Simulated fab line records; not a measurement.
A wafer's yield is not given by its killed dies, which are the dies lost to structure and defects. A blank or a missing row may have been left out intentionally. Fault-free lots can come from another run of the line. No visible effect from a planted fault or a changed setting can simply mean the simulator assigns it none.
A struck lot beside a sound one / flow nandHarc / 39 steps out of a route of 1302
Sound: the wafers L815.2, L815.4, L815.6. Wafers struck: L825.4, L825.5, L825.6. The cause is given at the end.
Per side, at each step with rows, come the tool, then ch with its chambers, and then its first start. Under that, the readings that differ: sound wafers / struck wafers / difference of the means / sigmas: that difference in standard deviations of wafers without a fault.
alike: readings whose means differ by less than 2 such deviations, and words and numbers that are the same on both sides. not compared: withheld readings, readings that some wafer has no value for, bounds like >300 that may hide the same value, and numbers for which the record gives no deviation and whose values overlap.
The two part at a step that has a row with sigmas, a row that says differs or no value, or rows on one side only. When numbers do not overlap yet have no deviation, they are printed without sigmas and do not part them. Lack of a reading on every wafer of one side parts them only where that side has two or more wafers.

first, 8 steps without rows for these wafers: NHARC_A_STAIRCASE_COAT_03; NHARC_A_STAIRCASE_SOFTBAKE_04 (time 170 s); NHARC_A_STAIRCASE_EBR_05; NHARC_A_STAIRCASE_EXPOSE_06 (exposes mask STAIR); NHARC_A_STAIRCASE_PEB_07 (peb time 130 s); NHARC_A_STAIRCASE_DEVELOP_08 (time 140 s); NHARC_A_STAIRCASE_HARDBAKE_10 (time 140 s); NHARC_A_STAIRCASE_DESCUM_11 (chemistry O2, time 3 s).
NHARC_A_STAIRCASE_TRIM_12: chemistry O2, time 211.2 s.
  sound on rieDiel-03 ch 0,1,3, day 18 07:57; struck on rieDiel-04 ch 0,2,3, day 22 04:32
  alike: drypumpMotorCurrentA, oesProductAu, rfVppV, showerheadPlenumPTorr, throttleValvePct
  not compared: rfHoursCounterH
then, 2 steps without rows for these wafers: NHARC_A_STAIRCASE_ETCH_13 (etches the open film in C4F8/O2, target depth 100 nm, time 40.5 s); NHARC_A_STAIRCASE_TRIM_14 (chemistry O2, time 211.2 s).
NHARC_A_STAIRCASE_ETCH_15: etches the open film in C4F8/O2, target depth 100 nm, time 40.5 s.
  sound on rieDiel-03 ch 0,2, day 18 08:20; struck on rieDiel-04 ch 0,1,2, day 22 04:54
  alike: oesProductAu, rfVppV
  not compared: rfHoursCounterH
then, 7 steps without rows for these wafers: NHARC_A_STAIRCASE_TRIM_16 (chemistry O2, time 211.2 s); NHARC_A_STAIRCASE_ETCH_17 (etches the open film in C4F8/O2, target depth 100 nm, time 40.5 s); NHARC_A_STAIRCASE_TRIM_18 (chemistry O2, time 211.2 s); NHARC_A_STAIRCASE_ETCH_19 (etches the open film in C4F8/O2, target depth 100 nm, time 40.5 s); NHARC_A_STAIRCASE_TRIM_20 (chemistry O2, time 211.2 s); NHARC_A_STAIRCASE_ETCH_21 (etches the open film in C4F8/O2, target depth 100 nm, time 40.5 s); NHARC_A_STAIRCASE_TRIM_22 (chemistry O2, time 211.2 s).
NHARC_A_STAIRCASE_ETCH_23: etches the open film in C4F8/O2, target depth 100 nm, time 40.5 s.
  sound on rieDiel-03 ch 0,1,2; struck on rieDiel-11 ch 0,1
  alike: oesProductAu, rfVppV
  not compared: rfHoursCounterH
then, 3 steps without rows for these wafers: NHARC_A_STAIRCASE_TRIM_24 (chemistry O2, time 211.2 s); NHARC_A_STAIRCASE_ETCH_25 (etches the open film in C4F8/O2, target depth 100 nm, time 40.5 s); NHARC_A_STAIRCASE_TRIM_26 (chemistry O2, time 211.2 s).
NHARC_A_STAIRCASE_ETCH_27: etches the open film in C4F8/O2, target depth 100 nm, time 40.5 s.
  sound on rieDiel-03 ch 0,1; struck on rieDiel-11 ch 0,1,3
  alike: oesProductAu, rfVppV
  not compared: rfHoursCounterH
NHARC_A_STAIRCASE_STRIP_175: strips in O2.
  sound on plasmaAsher-01 ch 0, day 18 10:10; struck on plasmaAsher-02 ch 0,1, day 22 06:44
  alike: drypumpMotorCurrentA, heaterPowerW, tempC
  not compared: rfHoursCounterH
then, 12 steps without rows for these wafers: NHARC_A_STAIRCASE_STRIP_148 (strips in SPM, time 900 s); NHARC_A_STAIRCASE_PRECLEAN_149 (cleans in SC1); NHARC_A_STAIRCASE_SRD_150; NHARC_A_STAIRCASE_DEHYDRATE_176 (time 120 s); NHARC_A_STAIRCASE_HMDS_177 (time 30 s); NHARC_A_STAIRCASE_COAT_178; NHARC_A_STAIRCASE_SOFTBAKE_179 (time 170 s); NHARC_A_STAIRCASE_EBR_180; NHARC_A_STAIRCASE_EXPOSE_181 (exposes mask STAIR 2); NHARC_A_STAIRCASE_PEB_182 (peb time 130 s); NHARC_A_STAIRCASE_DEVELOP_183 (time 140 s); NHARC_A_STAIRCASE_HARDBAKE_185 (time 140 s).
NHARC_A_STAIRCASE_DESCUM_186: chemistry O2, time 3 s.
  sound on rieDiel-11 ch 1,2,3, day 18 11:38; struck on rieDiel-11 ch 2,3, day 22 08:07
  alike: drypumpMotorCurrentA, oesProductAu, rfVppV, showerheadPlenumPTorr, throttleValvePct
  not compared: rfHoursCounterH
-- break in the record here, with 9 days between the starts of the struck wafers on either side (left off in module A_STAIRCASE, picked up again in module END, where the first step shown is number 1302 on the route) --
NHARC_END_SORT_01:
  only the struck wafers appear in the record here, on prober-02 ch 0 at day 30 22:28; the sound ones have no rows

## WHERE THEY PART
At NHARC_END_SORT_01 and nowhere else, as far as this record goes.

WHY: what had been put in by the simulator
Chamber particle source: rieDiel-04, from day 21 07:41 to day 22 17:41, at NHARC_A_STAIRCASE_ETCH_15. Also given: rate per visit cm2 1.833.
